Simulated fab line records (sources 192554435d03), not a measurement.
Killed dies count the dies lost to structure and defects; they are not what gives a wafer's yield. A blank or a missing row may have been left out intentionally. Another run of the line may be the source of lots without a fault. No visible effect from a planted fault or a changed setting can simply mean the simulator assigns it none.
Split-lot experiment -- flow n5Finfet -- 21 wafers read from 7 lots, route of 1938 steps

## ON THE SPLIT
At N5_BEOL_M0_SAQP_COAT_81 (time 60 s, resist thk 100 nm), the setting spinRpm was moved away from the recipe's 1500 rpm on 4 of the 21 wafers read, by -5.3% to +7.5%. For the rest of the wafers, this setting stayed at what the recipe calls for.

## FROM THE SPLIT TO THE READING: what the file shows between them, 8 steps
- N5_BEOL_M0_SAQP_COAT_82: time 60 s, resist thk 30 nm
- N5_BEOL_M0_SAQP_COAT_08: resist thk 90 nm
- N5_BEOL_M0_SAQP_DESCUM_19: chemistry O2, time 7.9 s
- N5_BEOL_M0_SAQP_ETCH_83: etches SiARC in CF4, target depth 39 nm, time 65 s
- N5_BEOL_M0_SAQP_ETCH_84: etches SOC in N2/H2, target depth 100 nm, overetch 20 nm, time 150 s
- N5_BEOL_M0_SAQP_STRIP_80: strips in N2/H2
- N5_BEOL_M0_SAQP_HM_OPEN_112: chemistry CHF3/O2, target SiO2, stops on a-Si, target depth 12 nm, time 13.5 s
- N5_BEOL_M0_SAQP_STRIP_113: strips in CHF3/O2

## THE READING
SOC_of_BEOL_M0_SAQP_COAT_81.thkNm (the simulator's own value, which no gauge read), in nm, at N5_BEOL_M0_SAQP_MANDREL_ETCH_20 (etches a-Si in HBr/Cl2, stops on SiNx, target depth 60 nm, bt time 10 s, time 30 s). The file does not state a usual value for it. The 17 wafers here that ran the recipe average 76.1 nm, standard deviation 0.7 nm.

wafer,"tool, chamber at the split","spinRpm as run, rpm",against the recipe,"SOC_of_BEOL_M0_SAQP_COAT_81.thkNm, nm",against lot-mates on the recipe
L081.2,"lithoTrack-05, 0",1500,recipe,76,-
L081.4,"lithoTrack-05, 0",1500,recipe,75.8,-
L081.6,"lithoTrack-05, 0",1500,recipe,75.8,-
L082.4,"lithoTrack-04, 0",1582,+5.5%,72.6,-3.0
L082.5,"lithoTrack-04, 0",1500,recipe,75.6,-
L082.6,"lithoTrack-04, 0",1582,+5.5%,73.6,-2.0
L085.2,"lithoTrack-03, 0",1500,recipe,74.8,-
L085.3,"lithoTrack-03, 0",1500,recipe,75.8,-
L085.4,"lithoTrack-03, 0",1421,-5.3%,79,+3.7
L086.1,"lithoTrack-05, 0",1500,recipe,75.4,-
L086.3,"lithoTrack-05, 0",1500,recipe,76.6,-
L086.5,"lithoTrack-05, 0",1500,recipe,76.6,-
L089.4,"lithoTrack-04, 0",1500,recipe,77.6,-
L089.5,"lithoTrack-04, 0",1612,+7.5%,73.8,-3.5
L089.6,"lithoTrack-04, 0",1500,recipe,77,-
L090.2,"lithoTrack-04, 0",1500,recipe,77.2,-
L090.3,"lithoTrack-04, 0",1500,recipe,75.6,-
L090.4,"lithoTrack-04, 0",1500,recipe,76.4,-
L097.4,"lithoTrack-05, 0",1500,recipe,76.4,-
L097.5,"lithoTrack-05, 0",1500,recipe,75.4,-
L097.6,"lithoTrack-05, 0",1500,recipe,76.2,-

THE FIT
A straight line over all 21 wafers: SOC_of_BEOL_M0_SAQP_COAT_81.thkNm changes by -0.46 nm for each +1% of spinRpm; r = -0.85; the points scatter about the line by 0.76 nm.
The same after taking each lot's own level away (the mean of its wafers on the recipe; 21 wafers): -0.518 nm for each +1%; r = -0.94; scatter 0.52 nm.
Per that fit: largest spinRpm move, reading shift of 3.9 nm.
Across the lots, their own levels run from 75.30 to 77.30 nm, a range of 2.8 times the standard deviation given above.
So the lot-to-lot level changes the slope: the two fits differ.
Check: with one of the wafers moved furthest among these (+7.5%) left out of the fit, the line predicts -3.95 nm for it against its lot-mates. Against them it came out at -3.5 nm.

## OTHER SPLITS APPLIED TO THESE WAFERS
Before the reading, these wafers also passed through other splits. Each is held against what the fit with the lots' levels taken away leaves over:
other split on the same wafers,wafers away from the commonest value,r with SOC_of_BEOL_M0_SAQP_COAT_81.thkNm (lot level and that fit taken away)
N5_SDB_ALD_29 aldCycles,2,+0.33
N5_HKMG_FIN_EXPOSE_09 doseMj,7,+0.24
N5_HKMG_FIN_DEVELOP_11 developTimeS,5,+0.21
N5_MOL_CONTACT_COAG_ALD_131 aldCycles,7,+0.05
N5_BEOL_M0_SAQP_HM_DEP_02 targetThkA,6,-0.13

## THE WHOLE CHAIN: every reading that the file lists as answering this split, in the file's order
step,what it does,reading,change (the file's fit),r (the file's)
N5_BEOL_M0_SAQP_COAT_81,"time 60 s, resist thk 100 nm","SOC_of_BEOL_M0_SAQP_COAT_81.thkNm (the simulator's own value, which no gauge read)",-0.493 nm for each +1% of the setting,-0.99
N5_BEOL_M0_SAQP_ETCH_84,"etches SOC in N2/H2, target depth 100 nm, overetch 20 nm, time 150 s","etch.depthNm (the simulator's own value, which no gauge read)",-0.499 nm for each +1% of the setting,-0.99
N5_BEOL_M0_SAQP_MANDREL_ETCH_20,"etches a-Si in HBr/Cl2, stops on SiNx, target depth 60 nm, bt time 10 s, time 30 s","SOC_of_BEOL_M0_SAQP_COAT_81.thkNm (the simulator's own value, which no gauge read)",-0.523 nm for each +1% of the setting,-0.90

## FILE'S OWN FIT
SOC_of_BEOL_M0_SAQP_COAT_81.thkNm changes by -0.523 nm for each +1% of spinRpm, r = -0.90.
